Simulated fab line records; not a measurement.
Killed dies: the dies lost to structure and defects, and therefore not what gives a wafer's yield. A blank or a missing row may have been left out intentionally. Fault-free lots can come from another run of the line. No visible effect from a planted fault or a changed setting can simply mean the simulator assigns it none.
Matching of chambers ; flow nand_harc ; 3 sister chambers for NHARC_A_CONTACT_DEP_24 on pecvd-01
The step deposits SiO2, target thk 500 nm. 14 wafers are shown with their chamber, then 7 later ones without.

== WAFERS WITH THEIR CHAMBER ==
wafer;chamber;heater_power_w (W);throttle_valve_pct (%)
L827.2;1;536;15.9
L827.3;2;447;15.9
L827.4;0;389;15.5
L828.1;2;604;15.9
L828.3;0;461;16.0
L828.6;1;536;15.9
L829.4;0;475;15.9
L829.5;2;558;16.1
L829.6;1;440;16.0
L832.3;2;550;16.1
L832.5;1;572;15.9
L832.6;2;576;15.7
L830.1;0;497;16.0
L830.2;1;440;15.7

SIGNATURES (means of the wafers above)
reading;chamber 0;chamber 1;chamber 2;scatter within a chamber
heater_power_w;455.50;504.80;547.00;56.9
throttle_valve_pct;15.850;15.880;15.940;0.173
Rule: a wafer lies at a distance from a chamber equal to the root of the sum of squares, over the readings, of (its reading less the chamber's mean, divided by the reading's scatter). The wafer belongs to the nearest chamber; if the next one is less than 2 further off, it can't be placed. The scatter is the square root of a quotient: the sum, over the shown wafers, of each reading's squared deviation from its chamber's mean, divided by wafers minus chambers.

== WAFERS WHOSE CHAMBER IS MISSING ==
wafer;heater_power_w (W);throttle_valve_pct (%)
L830.5;517;16.0
L842.1;503;16.1
L842.3;594;15.8
L842.4;428;16.0
L847.2;517;16.7
L847.3;572;15.9
L847.4;566;15.9

== THE CHAMBER EACH PASSED THROUGH ==
wafer;from the rows above;in truth
L830.5;can't be placed: 2 or 1 or 0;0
L842.1;can't be placed: 2 or 1 or 0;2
L842.3;can't be placed: 2 or 1 or 0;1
L842.4;can't be placed: 0 or 1 or 2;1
L847.2;can't be placed: 2 or 1 or 0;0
L847.3;can't be placed: 2 or 1 or 0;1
L847.4;can't be placed: 2 or 1 or 0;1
0 of 7 placed correctly. Can't be placed from these rows: 7 (the true chamber is among the candidates in 7). Number placed wrongly: 0.
